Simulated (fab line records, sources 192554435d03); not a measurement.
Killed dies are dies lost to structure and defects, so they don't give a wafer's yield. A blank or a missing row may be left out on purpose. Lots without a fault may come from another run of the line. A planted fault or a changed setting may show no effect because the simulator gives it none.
Which tool did it? | flow n5_finfet | 24 lots, 72 wafers sampled, at 6 steps of a route of 1938

WHAT THE GAUGES READ, wafer by wafer
N5_BEOL_M14_OVL_MEAS_11.
lot  | measured     | on         | V13_OVL (nm)
L075 | day 11 03:10 | overlay-02 | -4 -1 2
L074 | day 11 15:47 | overlay-01 | -5 3 -4
L076 | day 11 18:06 | overlay-01 | 11 11 9
L077 | day 12 10:02 | overlay-01 | -3 -7 -10
L078 | day 12 10:11 | overlay-01 | 1 -3 0
L080 | day 12 10:21 | overlay-02 | -1 0 0
L079 | day 12 14:35 | overlay-01 | -2 4 6
L081 | day 12 18:01 | overlay-02 | 7 -1 10
L082 | day 13 09:10 | overlay-01 | 17 13 11
L085 | day 13 23:44 | overlay-01 | 2 -4 -4
L084 | day 14 00:02 | overlay-02 | 6 2 -5
L083 | day 14 00:17 | overlay-01 | -5 -9 3
L086 | day 14 07:11 | overlay-02 | 10 6 6
L087 | day 14 09:08 | overlay-02 | 5 -1 1
L088 | day 14 15:17 | overlay-02 | 6 6 4
L091 | day 15 12:02 | overlay-02 | 5 2 -2
L089 | day 15 13:00 | overlay-01 | 3 -5 6
L090 | day 15 17:17 | overlay-02 | -10 2 -7
L093 | day 15 20:33 | overlay-01 | -9 -6 1
L092 | day 16 05:06 | overlay-02 | -5 1 2
L095 | day 16 19:58 | overlay-02 | -6 -12 -4
L094 | day 16 20:19 | overlay-02 | 1 0 1
L096 | day 17 01:43 | overlay-02 | -5 1 -8
L097 | day 17 04:50 | overlay-02 | 3 0 4

N5_BEOL_M14_INSPECT_55: inspects for defects (darkfield).
lot  | measured     | on                | raw_defect_count
L075 | day 11 07:25 | defect_inspect-02 | 68 96 58
L074 | day 11 21:06 | defect_inspect-02 | 38 55 43
L076 | day 11 23:38 | defect_inspect-01 | 65 50 66
L077 | day 12 14:07 | defect_inspect-01 | 47 35 45
L078 | day 12 14:13 | defect_inspect-02 | 51 50 66
L080 | day 12 14:32 | defect_inspect-02 | 68 63 63
L079 | day 12 18:08 | defect_inspect-02 | 85 78 43
L081 | day 13 02:33 | defect_inspect-01 | 34 72 38
L082 | day 13 14:50 | defect_inspect-02 | 54 68 60
L085 | day 14 07:02 | defect_inspect-01 | 118 102 95
L084 | day 14 09:18 | defect_inspect-01 | 32 37 29
L083 | day 14 11:34 | defect_inspect-01 | 37 76 52
L086 | day 14 12:11 | defect_inspect-01 | 37 61 49
L087 | day 14 15:15 | defect_inspect-01 | 88 73 54
L088 | day 14 18:55 | defect_inspect-01 | 88 60 55
L091 | day 15 17:46 | defect_inspect-02 | 94 64 81
L089 | day 15 21:18 | defect_inspect-01 | 83 76 60
L090 | day 15 23:20 | defect_inspect-01 | 86 56 88
L093 | day 16 03:06 | defect_inspect-02 | 66 62 70
L092 | day 16 09:52 | defect_inspect-02 | 53 48 60
L095 | day 17 00:35 | defect_inspect-02 | 36 59 50
L094 | day 17 00:53 | defect_inspect-01 | 77 94 58
L096 | day 17 07:11 | defect_inspect-02 | 66 79 57
L097 | day 17 09:14 | defect_inspect-01 | 44 43 52

WHICH TOOL RAN EACH LOT (tool, then ch and the chambers of the sampled wafers, then the start)
lot  | N5_BEOL_M13_DEGAS_41         | N5_BEOL_M14_ETCH_59                | N5_BEOL_M14_DESCUM_33              | N5_BEOL_M14_STRIP_37
L075 | pvd_sputter-01, day 11 01:13 | rie_diel-03 ch 1,2,3, day 11 03:15 | rie_diel-02 ch 0,1,3, day 11 04:04 | rie_diel-02 ch 0,1,3, day 11 05:34
L074 | pvd_sputter-02, day 11 13:23 | rie_diel-03 ch 2,3, day 11 15:53   | rie_diel-06 ch 0,2, day 11 17:01   | rie_diel-03 ch 0,2, day 11 19:01
L076 | pvd_sputter-01, day 11 16:08 | rie_diel-02 ch 0,2,3, day 11 18:11 | rie_diel-02 ch 0,1,3, day 11 19:10 | rie_diel-03 ch 0,1,3, day 11 21:22
L077 | pvd_sputter-03, day 12 08:07 | rie_diel-02 ch 0,2,3, day 12 10:09 | rie_diel-06 ch 0,2, day 12 11:10   | rie_diel-06 ch 1,2,3, day 12 12:28
L078 | pvd_sputter-02, day 12 08:11 | rie_diel-06 ch 1,2,3, day 12 10:20 | rie_diel-03 ch 1,3, day 12 11:30   | rie_diel-02 ch 0,3, day 12 12:31
L080 | pvd_sputter-01, day 12 08:14 | rie_diel-02 ch 0,2,3, day 12 10:29 | rie_diel-02 ch 0,1,2, day 12 11:34 | rie_diel-03 ch 1,3, day 12 12:38
L079 | pvd_sputter-01, day 12 12:40 | rie_diel-03 ch 0,1,2, day 12 14:41 | rie_diel-02 ch 0,3, day 12 15:53   | rie_diel-03 ch 0,1,2, day 12 16:32
L081 | pvd_sputter-03, day 12 16:04 | rie_diel-03 ch 0,1, day 12 18:07   | rie_diel-02 ch 1,2, day 12 19:04   | rie_diel-03 ch 0,2,3, day 13 00:47
L082 | pvd_sputter-01, day 13 07:20 | rie_diel-02 ch 1,2,3, day 13 09:16 | rie_diel-06 ch 0,1,2, day 13 10:25 | rie_diel-03 ch 0,2,3, day 13 12:36
L085 | pvd_sputter-02, day 13 21:54 | rie_diel-02 ch 1,3, day 13 23:50   | rie_diel-06 ch 2,3, day 14 00:49   | rie_diel-02 ch 1,2,3, day 14 04:58
L084 | pvd_sputter-01, day 13 22:01 | rie_diel-06 ch 2,3, day 14 00:08   | rie_diel-03 ch 1,2,3, day 14 01:05 | rie_diel-02 ch 0,2,3, day 14 07:00
L083 | pvd_sputter-02, day 13 22:13 | rie_diel-03 ch 0,1,3, day 14 00:27 | rie_diel-02 ch 2,3, day 14 01:21   | rie_diel-02 ch 0,2,3, day 14 09:37
L086 | pvd_sputter-02, day 14 05:19 | rie_diel-03 ch 1,2,3, day 14 07:19 | rie_diel-06 ch 0,2, day 14 08:16   | rie_diel-03 ch 2,3, day 14 10:37
L087 | pvd_sputter-02, day 14 06:50 | rie_diel-02 ch 0,1,2, day 14 09:13 | rie_diel-02 ch 0,1,3, day 14 10:02 | rie_diel-02 ch 0,1,3, day 14 13:16
L088 | pvd_sputter-02, day 14 13:28 | rie_diel-06 ch 1,2, day 14 15:23   | rie_diel-06 ch 0,1,3, day 14 16:11 | rie_diel-06 ch 1,2, day 14 16:50
L091 | pvd_sputter-03, day 15 10:13 | rie_diel-06 ch 0,1,3, day 15 12:40 | rie_diel-03 ch 0,1,3, day 15 14:48 | rie_diel-06 ch 0,1,2, day 15 15:30
L089 | pvd_sputter-03, day 15 11:10 | rie_diel-03 ch 1,2, day 15 14:13   | rie_diel-03 ch 0,1,2, day 15 15:52 | rie_diel-06 ch 0,1, day 15 19:07
L090 | pvd_sputter-02, day 15 15:10 | rie_diel-03 ch 1,2, day 15 18:17   | rie_diel-03 ch 2,3, day 15 19:06   | rie_diel-03 ch 2,3, day 15 20:58
L093 | pvd_sputter-02, day 15 18:34 | rie_diel-03 ch 0,2,3, day 15 20:38 | rie_diel-06 ch 0,1, day 15 21:28   | rie_diel-06 ch 1,2,3, day 16 01:14
L092 | pvd_sputter-01, day 16 03:08 | rie_diel-02 ch 0,1,3, day 16 05:12 | rie_diel-06 ch 0,1,3, day 16 06:09 | rie_diel-02 ch 1,2,3, day 16 07:25
L095 | pvd_sputter-02, day 16 18:01 | rie_diel-06 ch 0,1,3, day 16 20:04 | rie_diel-02 ch 1,2, day 16 21:01   | rie_diel-03 ch 0,1, day 16 22:44
L094 | pvd_sputter-02, day 16 18:22 | rie_diel-03 ch 0,2,3, day 16 20:28 | rie_diel-03 ch 1,3, day 16 21:30   | rie_diel-06 ch 2,3, day 16 22:47
L096 | pvd_sputter-02, day 16 23:52 | rie_diel-02 ch 1,3, day 17 02:11   | rie_diel-02 ch 0,3, day 17 03:02   | rie_diel-06 ch 1,3, day 17 05:10
L097 | pvd_sputter-02, day 17 02:38 | rie_diel-02 ch 0,2,3, day 17 05:05 | rie_diel-06 ch 0,1, day 17 06:03   | rie_diel-02 ch 0,2,3, day 17 07:14
- N5_BEOL_M13_DEGAS_41: time 60 s.
- N5_BEOL_M14_ETCH_59: etches BARC in N2/H2, target depth 89 nm, overetch 26.7 nm, time 67.9 s.
- N5_BEOL_M14_DESCUM_33: chemistry O2, time 7.9 s.
- N5_BEOL_M14_STRIP_37: strips in O2.

WHAT THE TOOLS THEMSELVES READ (means of the sampled wafers that have a number; where no wafer has one, the mark that the record gives instead)
N5_BEOL_M13_DEGAS_41.
lot  | tool           | heater_power_w (W)
L075 | pvd_sputter-01 | 319
L074 | pvd_sputter-02 | 320
L076 | pvd_sputter-01 | 352
L077 | pvd_sputter-03 | 347
L078 | pvd_sputter-02 | 296
L080 | pvd_sputter-01 | 299
L079 | pvd_sputter-01 | 354
L081 | pvd_sputter-03 | 331
L082 | pvd_sputter-01 | 327
L085 | pvd_sputter-02 | 310
L084 | pvd_sputter-01 | 326
L083 | pvd_sputter-02 | 309
L086 | pvd_sputter-02 | 309
L087 | pvd_sputter-02 | 284
L088 | pvd_sputter-02 | 314
L091 | pvd_sputter-03 | 348
L089 | pvd_sputter-03 | 344
L090 | pvd_sputter-02 | 309
L093 | pvd_sputter-02 | 279
L092 | pvd_sputter-01 | 347
L095 | pvd_sputter-02 | 291
L094 | pvd_sputter-02 | 294
L096 | pvd_sputter-02 | 303
L097 | pvd_sputter-02 | 290

N5_BEOL_M14_ETCH_59.
lot  | tool        | drypump_motor_current_A (A) | h2_flow_sccm (sccm) | oes_product_au (a.u.) | rf_vpp_V (V) | showerhead_plenum_p_Torr (Torr) | throttle_valve_pct (%)
L075 | rie_diel-03 | 5.6                         | 200.8               | 0.72                  | 526.6        | 2.66                            | 17.86
L074 | rie_diel-03 | 5.6                         | 200.3               | 0.72                  | 526.7        | 2.66                            | 18.09
L076 | rie_diel-02 | 5.6                         | 200.0               | 0.74                  | 523.1        | 2.51                            | 17.77
L077 | rie_diel-02 | 5.6                         | 200.2               | 0.73                  | 522.4        | 2.51                            | 17.79
L078 | rie_diel-06 | 5.6                         | 200.1               | 0.67                  | 524.4        | 2.56                            | 17.68
L080 | rie_diel-02 | 5.7                         | 200.3               | 0.73                  | 522.9        | 2.51                            | 17.79
L079 | rie_diel-03 | 5.8                         | 200.3               | 0.70                  | 526.4        | 2.64                            | 18.04
L081 | rie_diel-03 | 5.8                         | 199.0               | 0.71                  | 526.5        | 2.64                            | 17.82
L082 | rie_diel-02 | 5.4                         | 200.8               | 0.73                  | 524.5        | 2.54                            | 17.58
L085 | rie_diel-02 | 5.2                         | 199.8               | 0.68                  | 523.8        | 2.57                            | 17.61
L084 | rie_diel-06 | 5.6                         | 200.1               | 0.67                  | 525.7        | 2.63                            | 17.66
L083 | rie_diel-03 | 5.8                         | 200.0               | 0.69                  | 525.6        | 2.59                            | 17.93
L086 | rie_diel-03 | 5.6                         | 200.0               | 0.70                  | 526.1        | 2.64                            | 17.91
L087 | rie_diel-02 | 5.9                         | 200.1               | 0.74                  | 523.4        | 2.51                            | 17.76
L088 | rie_diel-06 | 5.8                         | 200.5               | 0.65                  | 522.6        | 2.47                            | 17.74
L091 | rie_diel-06 | 6.0                         | 200.4               | 0.65                  | 524.5        | 2.58                            | 17.72
L089 | rie_diel-03 | 5.6                         | 199.9               | 0.70                  | 528.1        | 2.68                            | 17.84
L090 | rie_diel-03 | 5.5                         | 199.5               | 0.69                  | 527.7        | 2.68                            | 18.07
L093 | rie_diel-03 | 5.8                         | 199.8               | 0.67                  | 525.3        | 2.59                            | 18.19
L092 | rie_diel-02 | 5.7                         | 200.1               | 0.70                  | 523.6        | 2.53                            | 17.79
L095 | rie_diel-06 | 6.0                         | 199.5               | 0.64                  | 525.4        | 2.58                            | 17.74
L094 | rie_diel-03 | 5.7                         | 200.0               | 0.66                  | 524.7        | 2.59                            | 18.20
L096 | rie_diel-02 | 5.4                         | 200.2               | 0.70                  | 524.5        | 2.56                            | 17.58
L097 | rie_diel-02 | 5.7                         | 200.0               | 0.69                  | 522.6        | 2.49                            | 17.86

N5_BEOL_M14_DESCUM_33.
lot  | tool        | drypump_motor_current_A (A) | oes_product_au (a.u.) | rf_vpp_V (V) | showerhead_plenum_p_Torr (Torr) | throttle_valve_pct (%)
L075 | rie_diel-02 | 5.7                         | 0.87                  | 243.3        | 2.09                            | 20.23
L074 | rie_diel-06 | 5.8                         | 0.83                  | 244.8        | 2.19                            | 20.11
L076 | rie_diel-02 | 5.7                         | 0.86                  | 243.5        | 2.09                            | 20.24
L077 | rie_diel-06 | 5.5                         | 0.83                  | 244.2        | 2.15                            | 20.05
L078 | rie_diel-03 | 5.6                         | 0.82                  | 244.0        | 2.16                            | 20.39
L080 | rie_diel-02 | 5.9                         | 0.91                  | 243.2        | 2.07                            | 20.25
L079 | rie_diel-02 | 5.4                         | 0.81                  | 242.6        | 2.08                            | 20.33
L081 | rie_diel-02 | 5.6                         | 0.93                  | 242.8        | 2.08                            | 20.12
L082 | rie_diel-06 | 5.8                         | 0.79                  | 243.3        | 2.12                            | 20.25
L085 | rie_diel-06 | 5.3                         | 0.81                  | 242.8        | 2.14                            | 20.06
L084 | rie_diel-03 | 5.6                         | 0.82                  | 245.4        | 2.19                            | 20.49
L083 | rie_diel-02 | 5.4                         | 0.86                  | 242.7        | 2.07                            | 20.24
L086 | rie_diel-06 | 5.8                         | 0.79                  | 243.8        | 2.18                            | 20.14
L087 | rie_diel-02 | 5.7                         | 0.83                  | 243.3        | 2.08                            | 20.27
L088 | rie_diel-06 | 6.0                         | 0.77                  | 244.2        | 2.13                            | 20.31
L091 | rie_diel-03 | 5.8                         | 0.79                  | 244.1        | 2.14                            | 20.54
L089 | rie_diel-03 | 5.8                         | 0.79                  | 243.8        | 2.16                            | 20.62
L090 | rie_diel-03 | 5.5                         | 0.80                  | 243.8        | 2.16                            | 20.57
L093 | rie_diel-06 | 6.1                         | 0.76                  | 243.8        | 2.15                            | 20.36
L092 | rie_diel-06 | 6.0                         | 0.76                  | 244.5        | 2.13                            | 20.33
L095 | rie_diel-02 | 5.7                         | 0.87                  | 242.9        | 2.09                            | 20.06
L094 | rie_diel-03 | 5.6                         | 0.77                  | 244.3        | 2.15                            | 20.45
L096 | rie_diel-02 | 5.9                         | 0.80                  | 241.5        | 2.05                            | 20.52
L097 | rie_diel-06 | 6.1                         | 0.75                  | 243.3        | 2.14                            | 20.37

N5_BEOL_M14_STRIP_37.
lot  | tool        | drypump_motor_current_A (A) | oes_product_au (a.u.) | rf_vpp_V (V) | showerhead_plenum_p_Torr (Torr) | throttle_valve_pct (%)
L075 | rie_diel-02 | 5.7                         | 0.87                  | 4.3          | 2.09                            | 16.47
L074 | rie_diel-03 | 5.7                         | 0.85                  | 3.8          | 2.17                            | 16.86
L076 | rie_diel-03 | 5.8                         | 0.83                  | 4.2          | 2.16                            | 16.70
L077 | rie_diel-06 | 5.7                         | 0.80                  | 3.3          | 2.11                            | 16.50
L078 | rie_diel-02 | 5.9                         | 0.84                  | 3.4          | 2.06                            | 16.68
L080 | rie_diel-03 | 5.6                         | 0.85                  | 3.6          | 2.21                            | 16.62
L079 | rie_diel-03 | 5.8                         | 0.83                  | 3.1          | 2.18                            | 16.80
L081 | rie_diel-03 | 5.7                         | 0.81                  | 3.2          | 2.14                            | 16.77
L082 | rie_diel-03 | 5.7                         | 0.82                  | 4.4          | 2.14                            | 16.80
L085 | rie_diel-02 | 5.4                         | 0.84                  | 3.9          | 2.10                            | 16.39
L084 | rie_diel-02 | 5.7                         | 0.83                  | 3.0          | 2.07                            | 16.58
L083 | rie_diel-02 | 5.7                         | 0.84                  | 4.6          | 2.06                            | 16.59
L086 | rie_diel-03 | 5.6                         | 0.81                  | 3.7          | 2.15                            | 16.68
L087 | rie_diel-02 | 5.7                         | 0.82                  | 3.6          | 2.08                            | 16.51
L088 | rie_diel-06 | 5.8                         | 0.77                  | 4.2          | 2.06                            | 16.65
L091 | rie_diel-06 | 5.8                         | 0.77                  | 4.8          | 2.11                            | 16.53
L089 | rie_diel-06 | 6.1                         | 0.75                  | 4.3          | 2.15                            | 16.57
L090 | rie_diel-03 | 5.6                         | 0.79                  | 3.0          | 2.14                            | 16.70
L093 | rie_diel-06 | 5.7                         | 0.76                  | 3.9          | 2.10                            | 16.55
L092 | rie_diel-02 | 5.4                         | 0.85                  | 2.7          | 2.09                            | 16.39
L095 | rie_diel-03 | 6.0                         | 0.77                  | 3.1          | 2.12                            | 16.93
L094 | rie_diel-06 | 5.5                         | 0.78                  | 3.5          | 2.15                            | 16.43
L096 | rie_diel-06 | 6.0                         | 0.73                  | 3.4          | 2.07                            | 16.75
L097 | rie_diel-02 | 5.7                         | 0.83                  | 3.2          | 2.06                            | 16.60

THE ANSWER, worked out from the rows above alone
Rule: what is usual is taken from the lots themselves. Put in order of their means at a reading, lots are off if they are a third of the lots or fewer, leave a main group of 4 or more, and stand apart from it by a gap of 3 or more times the standard deviation of the main group's means; of several such gaps the widest counts. A main group whose means are all the same, to the digits that the tables above print for the reading, isn't used. A lot without any number at a reading at which 4 lots or more have one is off too. The other lots that the step has rows for count as sound. The gauges are gone through in route order, then the tools' own readings, and for those a lot's mean is taken as printed above. The first step at which some lot is off is used, and at that step the reading that is off furthest; a lot without a number counts as furthest.
No lot is off at any reading shown: from this, nothing can be told.

WHAT THE SIMULATOR HAD PUT IN
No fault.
